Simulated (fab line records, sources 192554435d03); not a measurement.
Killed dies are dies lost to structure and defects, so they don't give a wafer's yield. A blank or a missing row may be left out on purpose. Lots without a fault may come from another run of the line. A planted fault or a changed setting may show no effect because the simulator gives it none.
A struck lot beside a sound one | flow n5_finfet | 15 steps out of a route of 1938
Sound: wafers L158.4, L158.5, L158.6. Struck: wafers L172.1, L172.2, L172.6. The cause comes at the end.
At each step with rows: each side's tool, then ch and its chambers, then its first start. Under that, the readings that differ: sound wafers | struck wafers | difference of the means | sigmas: that difference in standard deviations of wafers without a fault.
alike: readings whose means differ by less than 2 such deviations, and words and numbers that are the same on both sides. not compared: withheld readings, readings that some wafer has no value for, bounds like >300 that may hide the same value, and numbers for which the record gives no deviation and whose values overlap.
The two part at a step that has a row with sigmas, a row that says differs or no value, or rows on one side only. Numbers that don't overlap but have no deviation are shown without sigmas and don't part them. A reading that every wafer of one side lacks parts them only if that side has two wafers or more.

N5_HKMG_FIN_ALD_75: deposits Al2O3, target thk 1 nm, co reactant pulse time 1 s.
  sound on ald_hk-02 ch 0,2,3, day 5 10:54; struck on ald_hk-01 ch 1,2, day 8 23:56
  alike: heater_power_w, precursor_pulse_height_rel, susceptor_temp_C
then, 8 steps without rows for these wafers: N5_HKMG_FIN_COAT_41 (time 60 s, resist thk 300 nm); N5_HKMG_FIN_COAT_42 (time 60 s, resist thk 35 nm); N5_HKMG_FIN_COAT_43 (resist thk 90 nm); N5_HKMG_FIN_EBR_45; N5_HKMG_FIN_SOFTBAKE_44 (time 60 s); N5_HKMG_FIN_EXPOSE_46 (exposes mask NDIPOLE); N5_HKMG_FIN_PEB_47 (peb time 60 s); N5_HKMG_FIN_DEVELOP_48 (develop time 30 s).
N5_HKMG_FIN_CD_MEAS_49: target cd 202 nm.
  sound on cd_sem-01 ch 0, day 5 11:22; struck on cd_sem-01 ch 0, day 9 00:17
  alike: cd_nm
N5_HKMG_FIN_OVL_MEAS_50:
  sound on overlay-02 ch 0, day 5 11:24; struck on overlay-02 ch 0, day 9 00:19
  alike: NDIPOLE_OVL
N5_HKMG_FIN_INSPECT_61: inspects for defects (macro).
  sound on defect_inspect-02, day 5 11:26; struck on defect_inspect-01, day 9 00:20
  alike: raw_defect_count
N5_HKMG_FIN_DESCUM_53: chemistry O2, time 7.9 s.
  sound on rie_diel-02 ch 1,2,3, day 5 11:28; struck on rie_diel-02 ch 0,2,3, day 9 00:22
  reading                                       | sound          | struck       | difference | sigmas
  model.CAR-ArF_of_HKMG_FIN_COAT_43.thk_nm (nm) | 83.4 83.4 83.2 | 84.2 84 84.2 | +0.8       |
  alike: drypump_motor_current_A, oes_product_au, rf_vpp_V, showerhead_plenum_p_Torr, throttle_valve_pct
  not compared: rf_hours_counter_h
N5_HKMG_FIN_ETCH_54: etches SiARC in CF4, target depth 45.5 nm, time 75.8 s.
  sound on rie_diel-02 ch 1,2,3, day 5 11:29; struck on rie_diel-02 ch 0,2,3, day 9 00:24
  reading                                       | sound          | struck         | difference | sigmas
  model.CAR-ArF_of_HKMG_FIN_COAT_43.thk_nm (nm) | 50.8 50.8 50.6 | 51.6 51.4 51.6 | +0.8       |
  alike: drypump_motor_current_A, etch_rf_on_time_s, oes_product_au, rf_vpp_V, showerhead_plenum_p_Torr, throttle_valve_pct
  not compared: rf_hours_counter_h
N5_HKMG_FIN_ETCH_55: etches SOC in N2/H2, target depth 240 nm, time 300 s.
  sound on rie_diel-02 ch 1,2,3, day 5 11:33; struck on rie_diel-02 ch 0,2,3, day 9 00:28
  alike: drypump_motor_current_A, oes_product_au, rf_vpp_V, showerhead_plenum_p_Torr, throttle_valve_pct
  not compared: rf_hours_counter_h

WHERE THEY PART
Nowhere in this record.

WHY: what the simulator had put in
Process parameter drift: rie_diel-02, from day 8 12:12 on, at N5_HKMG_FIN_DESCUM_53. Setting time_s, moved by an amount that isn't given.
